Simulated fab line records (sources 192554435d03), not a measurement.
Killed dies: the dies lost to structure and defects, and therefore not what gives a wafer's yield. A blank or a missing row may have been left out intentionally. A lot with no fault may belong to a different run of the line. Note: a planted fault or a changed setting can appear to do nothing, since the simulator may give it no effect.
A lot that was struck, set against a sound lot + flow n5Finfet + 43 out of 1938 route steps
Sound: these wafers, L390.2, L390.4, L390.6. Wafers struck: L402.2, L402.5, L402.6. The cause is named last.
Order at every step that has rows: each side's tool, ch and its chambers, its first start. Under that, the readings that differ: sound wafers + struck wafers + difference of the means + sigmas: that difference in standard deviations of wafers without a fault.
alike: same words and numbers on both sides, and readings whose means sit less than 2 such deviations apart. not compared: any withheld reading, any reading some wafer has no value for, any bound like >300 that may hide the same value, and any number with overlapping values for which the record gives no deviation.
A row with sigmas, a row that says differs or no value, or rows on one side alone: a step with any of these is where the two part. Non-overlapping numbers with no deviation appear without sigmas and do not part them. Lack of a reading on every wafer of one side parts them only where that side has two or more wafers.

first, 8 steps without rows for these wafers: N5_WELL_APT_HMDS_01 (time 60 s); N5_WELL_APT_COAT_02 (resist thk 950 nm); N5_WELL_APT_EBR_04; N5_WELL_APT_SOFTBAKE_03 (time 60 s); N5_WELL_APT_EXPOSE_05 (exposes mask NWELL, defocus 0 nm, target cd 200 nm); N5_WELL_APT_PEB_06 (peb time 90 s); N5_WELL_APT_DEVELOP_07 (develop time 45 s); N5_WELL_APT_HARDBAKE_12 (time 120 s).
N5_WELL_APT_CD_MEAS_08: target cd 200 nm.
  sound on cdSem-02 ch 0, day 2 07:42; struck on cdSem-02 ch 0, day 5 07:49
  alike: cdNm
N5_WELL_APT_OVL_MEAS_09:
  sound on overlay-02 ch 0, day 2 07:44; struck on overlay-02 ch 0, day 5 07:50
  alike: NWELL_OVL
N5_WELL_APT_INSPECT_10: inspects for defects (macro).
  sound on defectInspect-01 at day 2 07:46; struck on defectInspect-01 at day 5 07:52
  alike: rawDefectCount
N5_WELL_APT_DESCUM_13: chemistry O2, time 7.9 s.
  sound on rieDiel-04 ch 1,2, day 2 07:47; struck on rieDiel-02 ch 0,3, day 5 07:54
  alike: drypumpMotorCurrentA, oesProductAu, rfFwdPowerW, rfVppV, showerheadPlenumPTorr, throttleValvePct
  not compared: rfHoursCounterH
N5_WELL_APT_IMPLANT_14:
  sound on implanter-01 ch 0, day 2 07:55; struck on implanter-02 ch 0, day 5 08:02
| reading          | sound                            | struck                           | difference  | sigmas      |
|------------------|----------------------------------|----------------------------------|-------------|-------------|
| doseIonsCm2      | 1.5021e+13 1.5003e+13 1.4999e+13 | 1.0748e+13 1.0733e+13 1.0723e+13 | -4.2730e+12 | -99 or more |
| faradayCurrentUA | 191 189 192                      | 139 140 137                      | -52         | -16         |
then, 10 steps without rows for these wafers: N5_WELL_APT_IMPLANT_15; N5_WELL_APT_STRIP_16 (strips in SPM, time 900 s); N5_WELL_APT_HMDS_18 (time 60 s); N5_WELL_APT_COAT_19 (resist thk 950 nm); N5_WELL_APT_EBR_21; N5_WELL_APT_SOFTBAKE_20 (time 60 s); N5_WELL_APT_EXPOSE_22 (exposes mask PWELL, defocus 0 nm, target cd 200 nm); N5_WELL_APT_PEB_23 (peb time 90 s); N5_WELL_APT_DEVELOP_24 (develop time 45 s); N5_WELL_APT_HARDBAKE_29 (time 120 s).
N5_WELL_APT_CD_MEAS_25: target cd 200 nm.
  sound on cdSem-01 ch 0, day 2 08:59; struck on cdSem-01 ch 0, day 5 08:57
  alike: cdNm
N5_WELL_APT_OVL_MEAS_26:
  sound on overlay-02 ch 0, day 2 09:01; struck on overlay-02 ch 0, day 5 08:59
  alike: PWELL_OVL
N5_WELL_APT_INSPECT_27: inspects for defects (macro).
  sound on defectInspect-01 at day 2 09:02; struck on defectInspect-02 at day 5 09:00
  alike: rawDefectCount
N5_WELL_APT_DESCUM_30: chemistry O2, time 7.9 s.
  sound on rieDiel-04 ch 0,2,3, day 2 09:04; struck on rieDiel-04 ch 0,3, day 5 09:02
  alike: drypumpMotorCurrentA, oesProductAu, rfFwdPowerW, rfVppV, showerheadPlenumPTorr, throttleValvePct
  not compared: rfHoursCounterH
then, 3 steps without rows for these wafers: N5_WELL_APT_IMPLANT_31; N5_WELL_APT_IMPLANT_32; N5_WELL_APT_STRIP_33 (strips in SPM, time 900 s).
N5_WELL_APT_RTA_34: time 10 s.
  sound on rtpAnneal-02 ch 0, day 2 09:51; struck on rtpAnneal-02 ch 0, day 5 09:50
  alike: annealTempCMax, lampPowerPct, wafer_temp_C_max
then, 4 steps without rows for these wafers: N5_WELL_APT_OXIDE_STRIP_42 (strips SiO2 in dHF, time 45 s, target depth 12 nm); N5_WELL_APT_PRECLEAN_36 (cleans in O3/DIW, time 45 s); N5_WELL_APT_PRECLEAN_39 (cleans in dHF, time 60 s); N5_WELL_APT_SRD_37 (time 30 s).
N5_WELL_APT_EPI_41: deposits Si from SiH4/H2, target thk 50 nm, time 297.7 s.
  sound on epiRpcvd-02 ch 0, day 2 10:10; struck on epiRpcvd-01 ch 0, day 5 10:10
| reading              | sound          | struck         | difference | sigmas |
|----------------------|----------------|----------------|------------|--------|
| throttleValvePct (%) | 10.7 10.3 10.7 | 11.9 11.3 11.5 | +1.0       | +2     |
N5_WELL_APT_INSPECT_38: inspects for defects (darkfield).
  sound on defectInspect-01 at day 2 10:43; struck on defectInspect-02 at day 5 10:41
  alike: rawDefectCount
N5_PMOS_HMC_CHANNEL_EPI_HM_DEP_34: deposits SiO2 from TEOS/O2, target thk 36 nm, time 6.9 s.
  sound on pecvd-02 ch 0,2, day 2 10:44; struck on pecvd-03 ch 0,1, day 5 10:44
  alike: heaterPowerW, rfFwdPowerW, showerheadPlenumPTorr, throttleValvePct
then, 4 steps without rows for these wafers: N5_PMOS_HMC_CHANNEL_EPI_COAT_31 (time 60 s, resist thk 66 nm); N5_PMOS_HMC_CHANNEL_EPI_COAT_03 (resist thk 205 nm); N5_PMOS_HMC_CHANNEL_EPI_EBR_05; N5_PMOS_HMC_CHANNEL_EPI_SOFTBAKE_04 (time 60 s).
-- the record jumps here: 7 days lie between the struck wafers' starts before and after (it left off in module PMOS_HMC_CHANNEL_EPI and takes up again in module BEOL_M4, whose first step shown is number 1111 of the route) --
N5_BEOL_M4_RC_MEAS_101:
  sound on prober-02 ch 0, day 9 20:02; struck on prober-02 ch 0, day 12 06:02
| reading           | sound          | struck         | difference | sigmas |
|-------------------|----------------|----------------|------------|--------|
| RS_NWELL (ohm/sq) | 1037 1038 1046 | 1248 1258 1265 | +217       | +31    |
  alike: DIBL_N, DIBL_P, IOFF_N, IOFF_P, ION_N, ION_P, SS_N, SS_P, VT_N, VT_P

== WHERE THEY PART ==
At N5_WELL_APT_IMPLANT_14 first; at N5_BEOL_M4_RC_MEAS_101 last (within this record only).

WHY: what had been put in by the simulator
Process parameter drift: implanter-02, from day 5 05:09 on, at N5_WELL_APT_IMPLANT_14. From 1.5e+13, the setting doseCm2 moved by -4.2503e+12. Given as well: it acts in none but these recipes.
